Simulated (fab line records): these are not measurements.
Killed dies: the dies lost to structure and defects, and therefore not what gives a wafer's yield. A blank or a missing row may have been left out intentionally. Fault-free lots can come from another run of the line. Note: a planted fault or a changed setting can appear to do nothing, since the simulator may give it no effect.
8D (eight disciplines) problem report, filled in by code -- flow n5-finfet -- the parts of the form that need people (team, actions taken, sign-off) are left out

## 1. THE PROBLEM
At N5_BEOL_M0_SAQP_MANDREL_ETCH_20, rf-fwd-power-W averages 985.4 W over 2 wafers from 2 lots, while fault-free wafers read 795.8 W, standard deviation 2.5. That puts it +76 standard deviations away from the usual mean.
The step: etches a-Si in HBr/Cl2, stops on SiNx, target depth 60 nm, bt time 10 s, time 30 s.
First observed at day 8 17:25: wafer L166.5, on rie-si-04. Wafers with a number at this step in the record: 12, from 4 lots. By rule, "out" or "out of limits" means more than 4 standard deviations away from the usual mean. Any other wafer with a number is counted as sound.

## 2. WHAT THIS IS AND IS NOT
question,is,is not
which readings at this step,rf-fwd-power-W,"bias-w, drypump-motor-current-A, oes-product-au, throttle-valve-pct"
which lots,"L166, L167","L165, L175"
which wafers of those lots,"L166.5, L167.4","L166.1, L166.6, L167.2, L167.6"
read on which tools,rie-si-04,rie-si-01
when,from day 8 17:25,"up to then (5 sound wafers); but 5 sound wafers of L167, L175 came after"

## 3. WHAT RULES OUT EACH SUSPECT
Counting: any tool at a process step up to the reading remains a suspect provided it ran every lot that is out. Sound lots after the first of them don't rule it out here, since some wafers of a struck lot are sound.
- rie-si-04 at N5_BEOL_M0_SAQP_MANDREL_ETCH_20 (etches a-Si in HBr/Cl2, stops on SiNx, target depth 60 nm, bt time 10 s, time 30 s): kept. It processed each lot that is out (first: L166, day 8 17:25); up to then, its last sound lot is L165 (day 8 14:53). On those wafers its own readings are out: rf-fwd-power-W.
- At N5_BEOL_M0_SAQP_MANDREL_ETCH_20, inside rie-si-04: chamber 0 took the wafers that are out, while their sound lot-mates went through chambers 1, 3.
Left after counting: rie-si-04 at N5_BEOL_M0_SAQP_MANDREL_ETCH_20.

## 4. THE CAUSE (what the simulator had put in)
rie-si-04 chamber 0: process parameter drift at N5_BEOL_M0_SAQP_MANDREL_ETCH_20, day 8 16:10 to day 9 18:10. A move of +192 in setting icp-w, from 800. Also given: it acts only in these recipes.
The count eliminated every tool but this one.

## 5. THE CHAIN OF EFFECTS, in route order
Each row: a reading where the mean over the struck wafers with a number is more than 3 standard deviations away from the usual. Only readings for which the record gives a usual standard deviation are gone through. hours: the time from each lot's start at the first step in this table that gives one to its start at this step, as a median over the lots. sigmas: the change in usual standard deviations.
hours,step,reading,usual,on struck wafers,change,sigmas
0,N5_BEOL_M0_SAQP_MANDREL_ETCH_20,rf-fwd-power-W,795.8 W,985.4,+189.6,+76
The process steps in it:
- N5_BEOL_M0_SAQP_MANDREL_ETCH_20: etches a-Si in HBr/Cl2, stops on SiNx, target depth 60 nm, bt time 10 s, time 30 s.
At these later measuring or inspecting steps, every struck wafer for which the step has a row has a number for every such reading, and none has moved that far: N5_BEOL_M4_RC_MEAS_101.

## 6. WHAT WOULD HAVE CAUGHT IT SOONER
In this record the first reading out of limits was taken at day 8 17:25, 1 hour after the fault began at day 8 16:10.
